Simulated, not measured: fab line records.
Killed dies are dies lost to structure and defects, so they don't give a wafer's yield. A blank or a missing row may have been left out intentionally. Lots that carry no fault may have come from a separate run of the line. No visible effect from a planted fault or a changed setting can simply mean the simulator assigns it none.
Which of the tools did it? | flow nand_harc | 36 wafers from 12 lots sampled at 6 of the route's 1302 steps

WHAT THE GAUGES SHOWED, per wafer
NHARC_P_START_INSPECT_01.
lot  | measured     | on                | raw_defect_count
L938 | day 1 20:02  | defect_inspect-01 | 3 4 1
L939 | day 2 06:03  | defect_inspect-02 | 6 3 4
L940 | day 2 16:02  | defect_inspect-02 | 5 3 7
L943 | day 3 22:02  | defect_inspect-01 | 3 2 7
L944 | day 4 08:02  | defect_inspect-01 | 6 2 4
L945 | day 4 18:02  | defect_inspect-01 | 3 2 6
L946 | day 5 04:02  | defect_inspect-01 | 3 7 2
L953 | day 8 02:02  | defect_inspect-01 | 1 4 3
L954 | day 8 12:02  | defect_inspect-02 | 3 2 1
L958 | day 10 04:02 | defect_inspect-02 | 10 3 0
L959 | day 10 14:02 | defect_inspect-01 | 4 6 3
L960 | day 11 00:02 | defect_inspect-02 | 2 4 1

NHARC_P_ZERO_WELL_CD_MEAS_11: target cd 500 nm.
lot  | measured     | on        | cd_nm (nm)
L938 | day 1 21:07  | cd_sem-01 | 502.0 503.0 503.7
L939 | day 2 07:08  | cd_sem-01 | 498.2 498.6 496.1
L940 | day 2 17:07  | cd_sem-03 | 501.9 496.4 495.9
L943 | day 3 23:22  | cd_sem-01 | 496.2 499.0 501.4
L944 | day 4 09:15  | cd_sem-02 | 496.4 496.0 497.5
L945 | day 4 19:14  | cd_sem-03 | 504.3 500.3 501.5
L946 | day 5 05:15  | cd_sem-03 | 500.9 498.5 498.7
L953 | day 8 03:07  | cd_sem-02 | 496.6 500.5 497.1
L954 | day 8 13:14  | cd_sem-01 | 498.5 498.9 501.2
L958 | day 10 05:14 | cd_sem-03 | 500.6 501.1 498.7
L959 | day 10 15:07 | cd_sem-02 | 500.1 497.2 501.3
L960 | day 11 01:07 | cd_sem-02 | 502.3 500.4 498.7

NHARC_P_ZERO_WELL_INSPECT_43.
lot  | measured     | on                | raw_defect_count
L938 | day 2 03:25  | defect_inspect-01 | 9 12 8
L939 | day 2 13:20  | defect_inspect-01 | 14 28 15
L940 | day 2 23:26  | defect_inspect-01 | 8 9 11
L943 | day 4 05:56  | defect_inspect-01 | 8 8 13
L944 | day 4 15:44  | defect_inspect-02 | 19 31 17
L945 | day 5 01:40  | defect_inspect-01 | 7 8 10
L946 | day 5 11:35  | defect_inspect-02 | 14 8 7
L953 | day 8 09:34  | defect_inspect-02 | 1449 1435 1474
L954 | day 8 19:34  | defect_inspect-01 | 1442 1466 1395
L958 | day 10 13:02 | defect_inspect-01 | 20 13 8
L959 | day 10 21:33 | defect_inspect-01 | 6 6 11
L960 | day 11 07:44 | defect_inspect-02 | 10 10 13

NHARC_END_SORT_01.
lot  | measured     | on        | killed_at_array | killed_at_other | killed_at_periphery | killed_dies | killed_open | killed_short
L953 | day 30 04:41 | prober-02 | 59 73 64        | 0 0 0           | 115 111 54          | 174 184 118 | 3 4 3       | 3 2 2
L954 | day 30 22:38 | prober-02 | 50 45 35        | 1 4 0           | 109 50 108          | 160 99 143  | 4 2 2       | 1 1 2

TOOL THAT RAN EACH LOT (tool first, then ch and the chambers of the sampled wafers, then the start)
lot  | NHARC_P_ZERO_WELL_PRECLEAN_68       | NHARC_P_STI_ETCH_42
L938 | wet_bench-06 ch 0,1,4, day 2 02:20  | rie_diel-03 ch 0,2, day 3 07:08
L939 | wet_bench-06 ch 2,4,5, day 2 12:16  | rie_diel-13 ch 0,2,3, day 3 06:58
L940 | wet_bench-06 ch 0,1,4, day 2 22:21  | rie_diel-09 ch 0,1,3, day 3 16:51
L943 | wet_bench-06 ch 2,4,6, day 4 04:52  | rie_diel-09 ch 0,2, day 4 23:01
L944 | wet_bench-01 ch 0,1,3, day 4 14:40  | rie_diel-09 ch 1,2, day 5 06:32
L945 | wet_bench-01 ch 2,6,7, day 5 00:37  | rie_diel-13 ch 0,2,3, day 5 17:19
L946 | wet_bench-06 ch 0,1,2, day 5 10:31  | rie_diel-03 ch 0,2, day 6 03:48
L953 | wet_bench-06 ch 0,2,7, day 8 08:31  | rie_diel-09 ch 0,2,3, day 9 00:20
L954 | wet_bench-06 ch 0,2,7, day 8 18:31  | rie_diel-09 ch 0,1,2, day 9 11:16
L958 | wet_bench-01 ch 1,4,5, day 10 11:58 | rie_diel-03 ch 0,1,2, day 11 04:34
L959 | wet_bench-02 ch 3,4,5, day 10 20:30 | rie_diel-09 ch 0,1,2, day 11 14:43
L960 | wet_bench-01 ch 1,2,6, day 11 06:40 | rie_diel-03 ch 1,3, day 12 01:50
- NHARC_P_ZERO_WELL_PRECLEAN_68: cleans in SC1, time 60 s.
- NHARC_P_STI_ETCH_42: etches the open film in N2/H2, target depth 80 nm, overetch 24 nm, time 61 s.

WHAT THE TOOLS THEMSELVES READ (means of the sampled wafers that have a number; where no wafer has one, the mark that the record gives instead)
NHARC_P_ZERO_WELL_PRECLEAN_68.
lot  | tool         | bath_guard_temp_C (C) | h2o2_flow_mL_min
L938 | wet_bench-06 | 50.0                  | 56.52
L939 | wet_bench-06 | 50.1                  | 56.81
L940 | wet_bench-06 | 50.1                  | 56.63
L943 | wet_bench-06 | 50.0                  | 56.55
L944 | wet_bench-01 | 50.5                  | 56.47
L945 | wet_bench-01 | 50.0                  | 56.64
L946 | wet_bench-06 | 50.1                  | 56.70
L953 | wet_bench-06 | 50.1                  | 56.56
L954 | wet_bench-06 | 49.9                  | 56.60
L958 | wet_bench-01 | 50.0                  | 56.55
L959 | wet_bench-02 | 50.2                  | 56.57
L960 | wet_bench-01 | 50.2                  | 56.66

NHARC_P_STI_ETCH_42.
lot  | tool        | drypump_motor_current_A (A) | oes_product_au (a.u.) | rf_vpp_V (V) | showerhead_plenum_p_Torr (Torr) | throttle_valve_pct (%)
L938 | rie_diel-03 | 5.4                         | 0.998                 | 430.7        | 2.05                            | 14.172
L939 | rie_diel-13 | 5.4                         | 1.016                 | 429.0        | 1.99                            | 14.179
L940 | rie_diel-09 | 5.7                         | 0.997                 | 428.4        | 1.96                            | 14.166
L943 | rie_diel-09 | 5.9                         | 0.998                 | 433.0        | 2.13                            | 14.161
L944 | rie_diel-09 | 5.4                         | 1.002                 | 430.1        | 2.01                            | 14.177
L945 | rie_diel-13 | 5.4                         | 0.998                 | 429.6        | 1.99                            | 14.175
L946 | rie_diel-03 | 5.6                         | 1.000                 | 431.0        | 2.08                            | 14.168
L953 | rie_diel-09 | 5.9                         | 0.996                 | 431.1        | 2.04                            | 14.175
L954 | rie_diel-09 | 5.7                         | 1.000                 | 431.5        | 2.05                            | 14.172
L958 | rie_diel-03 | 5.6                         | 1.014                 | 429.9        | 2.01                            | 14.173
L959 | rie_diel-09 | 5.7                         | 0.997                 | 429.4        | 2.05                            | 14.174
L960 | rie_diel-03 | 5.8                         | 1.009                 | 428.1        | 1.93                            | 14.181

THE ANSWER, worked out from the rows above alone
Rule: what is usual is taken from the lots themselves. The widest of any qualifying gaps counts: lots, ordered by their means at a reading, are off when they make up no more than a third of the lots, leave a main group of 4 or more, and stand apart from it by 3 or more times the standard deviation of that group's means. A main group is skipped when, at the precision printed for the reading in the tables above, its means are all equal. A lot without any number at a reading at which 4 lots or more have one is off too. Where the step has rows for the other lots, those lots are counted as sound. After the gauges, taken in route order, come the tools' own readings; for these a lot's mean is taken, as printed above. At the first step where some lot is off, the reading lying furthest off is the one used; lots without a number count as furthest.
Off: L953, L954 (NHARC_P_ZERO_WELL_INSPECT_43, raw_defect_count). The main group has a mean of 12 with a standard deviation of 4.6.
If a tool, at a process step before that reading, ran all the lots that are off and no sound lot after the first of them, it fits. The gauges at NHARC_P_ZERO_WELL_INSPECT_43 are tried like those tools. One candidate fits, namely wet_bench-06 at NHARC_P_ZERO_WELL_PRECLEAN_68. A fault onset in the window from L946 (day 5 10:31, its last sound lot) to L953 (day 8 08:31, its first lot off) fits.

WHAT THE SIMULATOR HAD INSERTED
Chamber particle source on wet_bench-06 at NHARC_P_ZERO_WELL_PRECLEAN_68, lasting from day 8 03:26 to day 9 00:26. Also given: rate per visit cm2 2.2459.
Struck lots among those shown: L953, L954. The rule given above showed the same thing.
